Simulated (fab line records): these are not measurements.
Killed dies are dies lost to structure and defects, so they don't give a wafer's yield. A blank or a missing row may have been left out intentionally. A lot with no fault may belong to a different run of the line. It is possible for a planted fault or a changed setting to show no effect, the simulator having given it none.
Chamber matching | flow n5Finfet | aldMetal-02 running N5_BEOL_M9_ALD_74: 4 sister chambers
The step deposits TaN, target thk 2 nm, pulse time 2 s, purge time 3 s. 16 wafers are shown with their chamber, then 7 later ones without.

## WAFERS, EACH WITH ITS CHAMBER
wafer  | chamber | heaterPowerW (W)
L837.3 | 1       | 426
L837.5 | 2       | 417
L837.6 | 3       | 374
L839.3 | 2       | 417
L839.4 | 0       | 555
L839.6 | 1       | 429
L841.1 | 3       | 387
L841.3 | 0       | 547
L841.6 | 1       | 432
L843.1 | 3       | 376
L843.2 | 0       | 543
L843.4 | 1       | 428
L846.3 | 2       | 415
L846.4 | 3       | 379
L848.2 | 3       | 380
L848.4 | 1       | 440

SIGNATURES (means of the wafers above)
reading      | chamber 0 | chamber 1 | chamber 2 | chamber 3 | scatter within a chamber
heaterPowerW | 548.33    | 431.00    | 416.33    | 379.20    | 4.97
Rule: a wafer lies at a distance from a chamber equal to the root of the sum of squares, over the readings, of (its reading less the chamber's mean, divided by the reading's scatter). The wafer belongs to the nearest chamber; if the next one is less than 2 further off, it can't be placed. The scatter is the square root of a quotient: the sum, over the shown wafers, of each reading's squared deviation from its chamber's mean, divided by wafers minus chambers.

## WAFERS WHOSE CHAMBER IS MISSING
wafer  | heaterPowerW (W)
L848.5 | 374
L850.4 | 411
L850.5 | 449
L855.3 | 385
L855.4 | 561
L858.3 | 551
L858.5 | 436

## WHICH CHAMBER EACH ONE RAN IN
wafer  | from the rows above | in truth
L848.5 | 3                   | 3
L850.4 | 2                   | 2
L850.5 | 1                   | 1
L855.3 | 3                   | 3
L855.4 | 0                   | 0
L858.3 | 0                   | 0
L858.5 | 1                   | 1
Placed correctly: 7 of 7. From these rows, 0 cannot be placed. Placed wrongly: 0.
